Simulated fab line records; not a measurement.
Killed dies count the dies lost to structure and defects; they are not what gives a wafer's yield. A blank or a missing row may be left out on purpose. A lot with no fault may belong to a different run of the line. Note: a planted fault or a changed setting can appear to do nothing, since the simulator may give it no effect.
Split-lot experiment / flow n5_finfet / 21 wafers read from 7 lots, route of 1938 steps

## ON THE SPLIT
At N5_BEOL_M4_TRENCH_ETCH_37 (etches SiOC in C4F6/O2, target depth 55.555 nm, time 29.2 s), the setting source_w was moved away from the recipe's 355 W on 7 of the 21 wafers read, by -16.6% to +14.4%. For the rest of the wafers, this setting stayed at what the recipe calls for.

## FROM THE SPLIT TO THE READING: what the file shows between them, 2 steps
- N5_BEOL_M4_ETCH_41: etches SiCN in CH3F/O2, target depth 29.9 nm, time 52.5 s
- N5_BEOL_M4_STRIP_97: strips in N2/H2, time 10 s

## THE READING
trench_depth_nm, in nm, at N5_BEOL_M4_OCD_MEAS_38. On this fab line, fault-free wafers typically give 55.5 nm with a standard deviation of 0.62 nm.

wafer=L074.4; tool, chamber at the split=rie_diel-06, 3; source_w as run, W=355; against the recipe=recipe; trench_depth_nm, nm=54.5; against lot-mates on the recipe=-
wafer=L074.5; tool, chamber at the split=rie_diel-06, 2; source_w as run, W=332; against the recipe=-6.5%; trench_depth_nm, nm=53.5; against lot-mates on the recipe=-1.2
wafer=L074.6; tool, chamber at the split=rie_diel-06, 3; source_w as run, W=355; against the recipe=recipe; trench_depth_nm, nm=54.9; against lot-mates on the recipe=-
wafer=L075.2; tool, chamber at the split=rie_diel-04, 3; source_w as run, W=355; against the recipe=recipe; trench_depth_nm, nm=55.7; against lot-mates on the recipe=-
wafer=L075.3; tool, chamber at the split=rie_diel-04, 0; source_w as run, W=373; against the recipe=+5.1%; trench_depth_nm, nm=57.1; against lot-mates on the recipe=+1.4
wafer=L075.6; tool, chamber at the split=rie_diel-04, 0; source_w as run, W=373; against the recipe=+5.1%; trench_depth_nm, nm=56.9; against lot-mates on the recipe=+1.2
wafer=L078.2; tool, chamber at the split=rie_diel-06, 0; source_w as run, W=406.1; against the recipe=+14.4%; trench_depth_nm, nm=56.9; against lot-mates on the recipe=+2.1
wafer=L078.4; tool, chamber at the split=rie_diel-06, 2; source_w as run, W=406.1; against the recipe=+14.4%; trench_depth_nm, nm=58.5; against lot-mates on the recipe=+3.7
wafer=L078.6; tool, chamber at the split=rie_diel-06, 0; source_w as run, W=355; against the recipe=recipe; trench_depth_nm, nm=54.8; against lot-mates on the recipe=-
wafer=L080.1; tool, chamber at the split=rie_diel-04, 3; source_w as run, W=355; against the recipe=recipe; trench_depth_nm, nm=55.8; against lot-mates on the recipe=-
wafer=L080.4; tool, chamber at the split=rie_diel-04, 0; source_w as run, W=355; against the recipe=recipe; trench_depth_nm, nm=55.8; against lot-mates on the recipe=-
wafer=L080.5; tool, chamber at the split=rie_diel-04, 2; source_w as run, W=295.9; against the recipe=-16.6%; trench_depth_nm, nm=51.3; against lot-mates on the recipe=-4.5
wafer=L084.3; tool, chamber at the split=rie_diel-06, 0; source_w as run, W=355; against the recipe=recipe; trench_depth_nm, nm=55.2; against lot-mates on the recipe=-
wafer=L084.4; tool, chamber at the split=rie_diel-06, 0; source_w as run, W=355; against the recipe=recipe; trench_depth_nm, nm=55.5; against lot-mates on the recipe=-
wafer=L084.5; tool, chamber at the split=rie_diel-06, 1; source_w as run, W=355; against the recipe=recipe; trench_depth_nm, nm=55.8; against lot-mates on the recipe=-
wafer=L088.1; tool, chamber at the split=rie_diel-06, 3; source_w as run, W=355; against the recipe=recipe; trench_depth_nm, nm=55.5; against lot-mates on the recipe=-
wafer=L088.3; tool, chamber at the split=rie_diel-06, 0; source_w as run, W=379.4; against the recipe=+6.9%; trench_depth_nm, nm=57.5; against lot-mates on the recipe=+1.9
wafer=L088.4; tool, chamber at the split=rie_diel-06, 2; source_w as run, W=355; against the recipe=recipe; trench_depth_nm, nm=55.7; against lot-mates on the recipe=-
wafer=L096.1; tool, chamber at the split=rie_diel-01, 2; source_w as run, W=355; against the recipe=recipe; trench_depth_nm, nm=55.6; against lot-mates on the recipe=-
wafer=L096.2; tool, chamber at the split=rie_diel-01, 1; source_w as run, W=355; against the recipe=recipe; trench_depth_nm, nm=55.5; against lot-mates on the recipe=-
wafer=L096.6; tool, chamber at the split=rie_diel-01, 3; source_w as run, W=355; against the recipe=recipe; trench_depth_nm, nm=55.3; against lot-mates on the recipe=-

THE FIT
A straight line over all 21 wafers: trench_depth_nm changes by +0.214 nm for each +1% of source_w; r = +0.93; the points scatter about the line by 0.57 nm.
The same after taking each lot's own level away (the mean of its wafers on the recipe; 21 wafers): +0.232 nm for each +1%; r = +0.97; scatter 0.37 nm.
The reading moves by 3.9 nm for the largest change in source_w, on that fit.
Across the lots, their own levels run from 54.70 to 55.80 nm, a range of 1.8 times the standard deviation given above.
Hence the lot-to-lot level has little effect on the slope; both slopes agree.
Check: with one of the wafers moved furthest among these (-16.6%) left out of the fit, the line predicts -3.43 nm for it against its lot-mates. It came out at -4.5 nm against them.
Tool readings at the split's step, against how far the setting was moved: rf_vpp_V r = -0.94.

## FURTHER SPLITS ON THESE WAFERS
Other splits were also applied to these wafers ahead of the reading. Each is held against what the fit with the lots' levels taken away leaves over:
other split on the same wafers=N5_BEOL_M4_EXPOSE_08 dose_mj; wafers away from the commonest value=5; r with trench_depth_nm (lot level and that fit taken away)=+0.17
other split on the same wafers=N5_BEOL_M4_DESCUM_33 time_s; wafers away from the commonest value=10; r with trench_depth_nm (lot level and that fit taken away)=+0.22

## THE WHOLE CHAIN: every reading that the file lists as answering this split, in the file's order
step=N5_BEOL_M4_TRENCH_ETCH_37; what it does=etches SiOC in C4F6/O2, target depth 55.555 nm, time 29.2 s; reading=rf_vpp_V; change (the file's fit)=-3.73 V for each +1% of the setting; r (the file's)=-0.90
step=N5_BEOL_M4_TRENCH_ETCH_37; what it does=etches SiOC in C4F6/O2, target depth 55.555 nm, time 29.2 s; reading=BEOL_M4.feature_depth_nm (the simulator's own value, which no gauge read); change (the file's fit)=+0.237 nm for each +1% of the setting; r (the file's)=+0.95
step=N5_BEOL_M4_TRENCH_ETCH_37; what it does=etches SiOC in C4F6/O2, target depth 55.555 nm, time 29.2 s; reading=etch.depth_nm (the simulator's own value, which no gauge read); change (the file's fit)=+0.234 nm for each +1% of the setting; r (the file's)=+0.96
step=N5_BEOL_M4_OCD_MEAS_38; what it does=; reading=trench_depth_nm; change (the file's fit)=+0.238 nm for each +1% of the setting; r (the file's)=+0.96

## FILE'S OWN FIT
trench_depth_nm changes by +0.238 nm for each +1% of source_w, r = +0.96.
